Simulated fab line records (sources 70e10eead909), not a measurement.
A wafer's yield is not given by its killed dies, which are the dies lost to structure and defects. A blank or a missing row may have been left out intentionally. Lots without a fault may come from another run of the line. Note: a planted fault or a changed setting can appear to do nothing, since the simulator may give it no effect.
fab line records	flow nandHarc
record: lots: 13	wafers: 39	lastDay: 24
route steps=1159 shown A_STAIRCASE@652 END@1159
lots with no fault: from the same line, run without faults
startH: hours from the record's opening day to when the first of the lot's shown wafers began	waitH: hours elapsed since this lot's preceding step	" identical to the entry in the row above	L1.1+2: a single row standing in for several wafers	- no value, or no start given	* or withheld: withheld	< > ~ a bound
route shown NAME@n: names a module that has steps shown in the file, with the first one's number in the route	usual: mean/standard deviation taken from wafers without a fault	same: alike in all rows	chamber/n: place in a boat	sites: the reading at each site	_std_site: standard deviation across them	_edge_site: outer sites' mean less inner sites'	radiusMm: for every site, how far away it sits from the centre of the wafer	mask NAME#n: copy n	behind: the most recent tool/chamber to have shaped the wafer	hold: the reason the lot was held/the length of the hold in hours/how it ended	device: transistor that didn't switch, given as n, p or np	end of line: the route-end tests of the same wafers	a step without rows: its recipe alone	killed: not the wafer's yield, but the dies lost to structure and defects at the first sort	map: a wafer's dies, marking killed ones x, the rest . and places with no die _
set.NAME: the setting as run; set.NAME@STEP: as run at that earlier step	model.NAME: the simulator's own value behind a step, which no gauge read
the route's steps for a sample of lots (tables are steps, rows are wafers)
services: when a tool's chamber went out of use (startH, in hours from the record's first day, below 0 if earlier), for how many hours, and the reason
== steps ==
step: NHARC_A_STAIRCASE_HM_DEP_456
recipe: targetThkA: 15000	tempC: 400	material: aC
usual: throttleValvePct: 35.000/0.0093
lot.wafer	tool	chamber	startH	waitH	throttleValvePct
L139.1	aclDep-01	0	245.22	-	34.989
L139.3	"	0	"	"	34.988
L139.6	"	0	"	"	35.008
L138.1	aclDep-01	0	248.59	-	35.016
L138.4	"	0	"	"	34.986
L138.5	"	0	"	"	35.001
L142.1	aclDep-01	0	264.88	-	35.003
L142.3	"	0	"	"	34.998
L142.4	"	0	"	"	35.007
L140.2	aclDep-03	0	266.12	-	34.990
L140.4	"	0	"	"	34.995
L140.6	"	0	"	"	35.018
L141.2	aclDep-03	0	269.26	-	35.004
L141.4	"	0	"	"	34.987
L141.5	"	0	"	"	35.012
L143.2	aclDep-02	0	278.38	-	34.998
L143.3	"	0	"	"	35.017
L143.6	"	0	"	"	35.003
L144.2	aclDep-03	0	280.92	-	34.995
L144.5	"	0	"	"	34.999
L144.6	"	0	"	"	35.002
L145.1	aclDep-03	0	291.81	-	35.010
L145.4	"	0	"	"	35.000
L145.6	"	0	"	"	34.993
L146.2	aclDep-03	0	302.79	-	35.020
L146.3	"	0	"	"	34.998
L146.5	"	0	"	"	34.996
L147.1	aclDep-03	0	308.28	-	34.980
L147.2	"	0	"	"	34.986
L147.3	"	0	"	"	35.009
L154.1	aclDep-03	0	351.87	-	34.998
L154.3	"	0	"	"	35.000
L154.6	"	0	"	"	35.003
L158.1	aclDep-03	0	373.35	-	34.994
L158.3	"	0	"	"	35.008
L158.5	"	0	"	"	34.982
L159.1	aclDep-01	0	384.63	-	35.016
L159.2	"	0	"	"	35.016
L159.3	"	0	"	"	35.002
step: NHARC_A_STAIRCASE_DEP_259
recipe: targetThkA: 300	targetThkNm: 30	tempC: 400	pressureTorr: 3.5	flowSccm: 200	rfW: 350	material: SiON
usual: heaterPowerW: 739/65
lot.wafer	tool	chamber	startH	waitH	heaterPowerW
L139.3	pecvd-04	1	247.10	1.0	669
L139.1	"	2	"	"	676
L139.6	"	0	"	"	742
L138.1	pecvd-04	0	250.50	1.6	750
L138.4	"	0	"	"	736
L138.5	"	1	"	"	725
L142.1	pecvd-03	0	266.77	1.6	721
L142.3	"	1	"	"	699
L142.4	"	0	"	"	716
L140.2	pecvd-01	2	267.66	1.2	794
L140.4	"	2	"	"	794
L140.6	"	2	"	"	811
L141.2	pecvd-04	0	271.11	1.5	751
L141.5	"	0	"	"	739
L141.4	"	2	"	"	710
L143.3	pecvd-04	1	279.94	0.9	692
L143.2	"	2	"	"	690
L143.6	"	1	"	"	704
L144.2	pecvd-04	2	282.51	1.3	617
L144.6	"	2	"	"	630
L144.5	"	1	"	"	679
L145.1	pecvd-01	1	293.97	1.9	793
L145.6	"	0	"	"	600
L145.4	"	1	"	"	801
L146.2	pecvd-04	0	304.34	1.2	814
L146.3	"	2	"	"	731
L146.5	"	2	"	"	702
L147.2	pecvd-04	0	310.11	1.2	820
L147.3	"	1	"	"	637
L147.1	"	2	"	"	614
L154.1	pecvd-01	2	353.77	1.6	829
L154.3	"	1	"	"	761
L154.6	"	1	"	"	796
L158.3	pecvd-01	1	375.59	1.3	735
L158.1	"	0	"	"	678
L158.5	"	2	"	"	796
L159.1	pecvd-03	0	386.54	1.6	825
L159.3	"	1	"	"	710
L159.2	"	2	"	"	727
step: NHARC_A_STAIRCASE_DESCUM_291
recipe: timeS: 3	o2FlowSccm: 200	arFlowSccm: 0	biasPowerW: 0	chemistry: O2
usual: drypumpMotorCurrentA: 6.0/0.4	mfcArSccm: 0.016/0.017	oesProductAu: 1.001/0.012	rfVppV: 58.0/0.92	showerheadPlenumPTorr: 1.95/0.074	throttleValvePct: 11.311/0.0093
lot.wafer	tool	chamber	startH	waitH	drypumpMotorCurrentA	mfcArSccm	oesProductAu	rfHoursCounterH	rfVppV	showerheadPlenumPTorr	throttleValvePct
L139.1	rieDiel-07	0	248.10	-	6.3	0.030	1.009	5	58.9	2.01	11.290
L139.3	"	1	"	"	5.4	0.042	1.032	5	57.3	1.90	11.310
L139.6	"	3	"	"	5.4	0	0.994	-	58.7	2.01	11.318
L138.4	rieDiel-07	3	251.51	-	5.5	0	0.979	6	57.2	2.01	11.315
L138.1	"	2	"	"	6.0	0	1.010	5	58.1	2.05	11.328
L138.5	"	3	"	"	5.4	0	0.978	-	59.0	2.01	11.295
L142.1	rieDiel-07	0	267.61	-	6.3	0.030	1.002	11	58.7	2.01	11.297
L142.4	"	2	"	"	6.0	0	1.004	11	58.9	2.05	11.321
L142.3	"	3	"	"	5.5	0	0.989	11	59.0	2.01	11.309
L140.4	rieDiel-02	2	268.61	-	6.3	0	1.001	44	58.7	1.96	11.308
L140.2	"	3	"	"	5.8	0	0.997	46	57.1	1.77	11.313
L140.6	"	1	"	"	6.7	0.001	1.009	-	58.5	2.00	11.307
L141.2	rieDiel-06	3	272.09	-	5.7	0.017	1.003	8	57.7	1.96	11.330
L141.4	"	1	"	"	6.3	0.044	0.999	9	57.3	1.90	11.310
L141.5	"	3	"	"	5.8	0.017	0.995	-	56.3	1.96	11.326
L143.3	rieDiel-07	0	280.94	-	6.3	0.030	1.001	16	58.9	2.00	11.285
L143.2	"	1	"	"	5.4	0.042	1.016	15	56.9	1.89	11.317
L143.6	"	2	"	"	6.0	0	1.017	-	59.9	2.05	11.310
L144.2	rieDiel-02	2	283.39	-	6.3	0	0.986	50	59.4	1.96	11.304
L144.6	"	0	"	"	5.7	0	0.988	-	57.6	1.76	11.304
L144.5	"	1	"	"	6.7	0.001	0.998	-	59.8	2.00	11.305
L145.1	rieDiel-07	3	294.96	-	5.5	0	0.985	21	57.0	2.00	11.311
L145.6	"	2	"	"	6.0	0	1.003	-	57.1	2.05	11.323
L145.4	"	3	"	"	5.5	0	0.992	-	59.4	2.00	11.307
L146.2	rieDiel-07	2	305.37	-	6.0	0	1.005	24	58.4	2.05	11.309
L146.3	"	1	"	"	5.4	0.042	1.025	19	57.2	1.89	11.304
L146.5	"	2	"	"	6.0	0	0.996	-	59.0	2.05	11.327
L147.3	rieDiel-07	0	311.09	-	6.3	0.030	1.009	27	56.8	2.00	11.306
L147.1	"	2	"	"	6.0	0	1.007	26	59.7	2.05	11.307
L147.2	"	3	"	"	5.5	0	0.980	26	56.6	2.00	11.306
L154.1	rieDiel-06	3	354.64	-	5.7	0.017	1.001	38	58.9	1.95	11.305
L154.3	"	0	"	"	6.3	0.027	1.016	38	57.5	1.81	11.302
L154.6	"	2	"	"	6.4	0	0.984	-	59.5	1.94	11.331
L158.3	rieDiel-07	0	376.59	-	6.3	0.030	0.996	55	58.7	1.99	11.321
L158.1	"	1	"	"	5.4	0.042	1.005	46	57.5	1.88	11.315
L158.5	"	0	"	"	6.3	0.030	1.019	-	57.3	1.99	11.303
L159.1	rieDiel-07	0	387.52	-	6.3	0.030	1.018	59	57.3	1.99	11.316
L159.3	"	2	"	"	6.0	0	1.008	53	58.3	2.04	11.299
L159.2	"	3	"	"	5.5	0	0.998	55	58.2	1.99	11.301
step: NHARC_A_STAIRCASE_CVD_552
recipe: targetThkA: 400	tempC: 700	pressureMtorr: 300	material: SiNx
usual: spikeTcBottomC: 719.9/2.2
lot.wafer	tool	chamber	startH	waitH	spikeTcBottomC
L139.1	lpcvd-01	0	264.14	-	720.3
L139.3	"	0	"	"	718.6
L139.6	"	0	"	"	720.3
L138.1	lpcvd-01	0	269.57	-	719.8
L138.4	"	0	"	"	719.4
L138.5	"	0	"	"	719.7
L142.1	lpcvd-01	0	285.48	-	720.2
L142.3	"	0	"	"	719.2
L142.4	"	0	"	"	719.3
L140.2	lpcvd-01	1	289.70	-	721.3
L140.4	"	1	"	"	721.3
L140.6	"	1	"	"	720.8
L141.2	lpcvd-01	1	289.70	-	721.0
L141.4	"	1	"	"	722.1
L141.5	"	1	"	"	722.1
L143.2	lpcvd-02	0	299.27	-	721.8
L143.3	"	0	"	"	721.9
L143.6	"	0	"	"	719.6
L144.2	lpcvd-02	0	303.19	-	721.3
L144.5	"	0	"	"	720.6
L144.6	"	0	"	"	721.4
L144.2	lpcvd-02	0	307.04	0.7	719.9
L144.5	"	0	"	"	718.7
L144.6	"	0	"	"	721.0
L145.1	lpcvd-02	1	314.85	-	716.3
L145.4	"	1	"	"	715.4
L145.6	"	1	"	"	716.6
L145.1	lpcvd-02	1	318.69	0.7	713.0
L145.4	"	1	"	"	714.5
L145.6	"	1	"	"	716.6
L146.2	lpcvd-02	0	325.86	-	721.1
L146.3	"	0	"	"	719.9
L146.5	"	0	"	"	722.1
L147.1	lpcvd-02	0	332.34	-	723.0
L147.2	"	0	"	"	721.5
L147.3	"	0	"	"	720.8
L147.1	lpcvd-02	0	340.23	4.7	721.6
L147.2	"	0	"	"	721.6
L147.3	"	0	"	"	720.5
L154.1	lpcvd-02	0	375.16	4.7	722.4
L154.3	"	0	"	"	720.7
L154.6	"	0	"	"	720.6
L158.1	lpcvd-01	1	400.43	-	721.2
L158.3	"	1	"	"	719.1
L158.5	"	1	"	"	721.8
L159.1	lpcvd-01	0	406.52	-	720.1
L159.2	"	0	"	"	719.4
L159.3	"	0	"	"	719.6
step: NHARC_END_SORT_01
recipe: tempC: 25
usual: killedAtArray: 26/9	killedAtOther: 0.8/1.2	killedAtPeriphery: 3.2/2.3	killedDies: 30/9.1	killedOpen: 3.5/2	killedShort: 1.8/1.4
same: grossDies: 677
lot.wafer	tool	chamber	startH	waitH	killedAtArray	killedAtOther	killedAtPeriphery	killedDies	killedOpen	killedShort
L144.2	prober-02	0	471.37	2.8	675	0	2	677	3	1
L144.5	prober-02	0	473.81	3.7	672	1	4	677	3	6
L144.6	prober-02	0	474.62	4.1	671	0	6	677	3	0
L145.1	prober-01	0	481.35	2.5	668	2	7	677	5	4
L145.4	prober-01	0	483.75	3.4	667	5	5	677	2	3
L145.6	prober-01	0	485.35	4.0	672	2	3	677	3	0
L147.1	prober-01	0	501.77	2.5	673	1	3	677	3	3
L147.2	prober-01	0	502.57	2.8	675	0	2	677	2	1
L147.3	prober-01	0	503.37	3.1	674	0	3	677	2	3
killed by level:class
L144.2 A_STAIRCASE:areaCvd=662 A_SLIT:chamberFilmFlake=5 A_CONTACT:chamberFilmFlake=3 A_CHANNEL_FILL_D1:geometricParticle:open=2 P_M1:geometricParticle:open=1 A_CHANNEL_FILL_D1:geometricParticle:short=1 P_CONTACT:chamberFilmFlake=1 A_ZERO_WELL:chamberFilmFlake=1
L144.5 A_STAIRCASE:areaCvd=643 A_SLIT:chamberFilmFlake=8 A_CONTACT:chamberFilmFlake=7 P_CONTACT:chamberFilmFlake=4 A_CHANNEL_HOLE_D1:chamberFilmFlake=3 A_CHANNEL_HOLE_D1:geometricParticle:short=2 A_WL_FILL:geometricParticle:short=2 A_M0:geometricParticle:short=2
L144.6 A_STAIRCASE:areaCvd=652 A_SLIT:chamberFilmFlake=12 P_CONTACT:geometricParticle:open=2 P_GATE:chamberFilmFlake=2 P_CONTACT:chamberFilmFlake=2 A_CHANNEL_HOLE_D1:chamberFilmFlake=2 A_STAIRCASE:chamberFilmFlake=2 A_M0:geometricParticle:open=1
L145.1 A_STAIRCASE:areaCvd=641 A_CHANNEL_HOLE_D1:chamberFilmFlake=16 A_STAIRCASE:chamberFilmFlake=4 A_CONTACT:chamberFilmFlake=3 P_M0:geometricParticle:open=2 THIN_TSV:chamberFilmFlake=2 P_GATE:geometricParticle:short=1 P_GATE:geometricParticle:open=1
L145.4 A_STAIRCASE:areaCvd=633 A_CHANNEL_HOLE_D1:chamberFilmFlake=23 THIN_TSV:chamberFilmFlake=5 A_WL_FILL:geometricParticle:short=3 A_STAIRCASE:chamberFilmFlake=3 A_CONTACT:chamberFilmFlake=3 P_ZERO_WELL:chamberFilmFlake=2 A_CHANNEL_FILL_D1:chamberFilmFlake=2
L145.6 A_STAIRCASE:areaCvd=653 A_CHANNEL_HOLE_D1:chamberFilmFlake=11 A_STAIRCASE:chamberFilmFlake=3 A_CONTACT:chamberFilmFlake=3 THIN_TSV:chamberFilmFlake=2 P_GATE:geometricParticle:open=1 P_CONTACT:geometricParticle:open=1 A_M0:geometricParticle:open=1
L147.1 A_STAIRCASE:areaCvd=644 A_CHANNEL_HOLE_D1:chamberFilmFlake=19 A_CONTACT:chamberFilmFlake=3 A_STAIRCASE:chamberFilmFlake=2 P_CONTACT:geometricParticle:open=1 A_CHANNEL_FILL_D1:geometricParticle:short=1 A_CHANNEL_FILL_D1:geometricParticle:open=1 A_BLC:geometricParticle:short=1
L147.2 A_STAIRCASE:areaCvd=654 A_CHANNEL_HOLE_D1:chamberFilmFlake=16 A_CONTACT:chamberFilmFlake=3 P_M0:geometricParticle:open=1 A_CHANNEL_FILL_D1:geometricParticle:open=1 A_SGD_CUT:geometricParticle:short=1 P_GATE:chamberFilmFlake=1
L147.3 A_STAIRCASE:areaCvd=649 A_CHANNEL_HOLE_D1:chamberFilmFlake=19 A_CONTACT:chamberFilmFlake=2 P_GATE:geometricParticle:open=1 P_M2:geometricParticle:open=1 A_CHANNEL_HOLE_D1:geometricParticle:short=1 A_CHANNEL_FILL_D1:geometricParticle:short=1 A_CONTACT:geometricParticle:short=1
== services ==
tool	chamber	startH	hours	kind
aclDep-03	-	224.00	13.0	pm
rieDiel-07	-	228.23	9.0	pm
rieDiel-07	0	228.23	9.0	ventCycle
rieDiel-07	1	228.23	9.0	ventCycle
rieDiel-07	2	228.23	9.0	ventCycle
rieDiel-07	3	228.23	9.0	ventCycle
pecvd-01	-	237.35	13.0	pm
rieDiel-06	-	241.20	9.0	pm
pecvd-01	1	259.88	12.2	repair
rieDiel-07	1	287.55	13.4	repair
rieDiel-06	2	289.33	6.8	repair
pecvd-03	-	292.26	13.0	pm
aclDep-01	-	292.60	13.0	pm
lpcvd-01	-	316.28	26.0	pm
rieDiel-02	0	318.79	4.1	repair
pecvd-03	2	319.22	5.1	repair
rieDiel-02	-	327.76	9.0	pm
aclDep-02	-	349.70	13.0	pm
rieDiel-06	3	360.12	2.1	repair
pecvd-04	-	376.34	13.0	pm
pecvd-04	0	389.61	6.4	repair
rieDiel-07	-	396.21	0.8	repair
aclDep-03	-	405.06	13.0	pm
rieDiel-07	-	405.23	9.0	pm
== key ==
firstSign: step: NHARC_A_STAIRCASE_CVD_552	reading: visit	direction: added
effect: step: NHARC_END_SORT_01	reading: killedAtArray	direction: up	sigmas: 72	usual: 26	struck: 672
moreKillsBornAt: NHARC_A_STAIRCASE_CVD_552@lpcvd-02: 5831
metAt NHARC_A_STAIRCASE_CVD_552
struckLots L144,L145,L147
laterRowsLeftOut L144.2,L144.5,L144.6,L145.1,L145.4,L145.6,L147.1,L147.2,L147.3
testerLeftOut L144,L145,L147
notActingAt NHARC_A_STAIRCASE_HM_DEP_456,NHARC_A_STAIRCASE_DEP_259,NHARC_A_STAIRCASE_DESCUM_291
fault: kind: repeatedStepWhole	tool: lpcvd-01,lpcvd-02	chamber: -	onsetH: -	steps: NHARC_A_STAIRCASE_CVD_552	times: 1	scope: struckLotsOnly
testerLeftOut: of these lots the tester's yield and bins aren't shown, on N5 and GAA mostly nor the transistor test; their killed dies are dies lost to structure and defects alone, not to doping, threshold or leakage, so they don't give the yield
laterRowsLeftOut: the simulator's readings of these wafers behind a module that went badly wrong aren't trusted and aren't shown, but for the sort
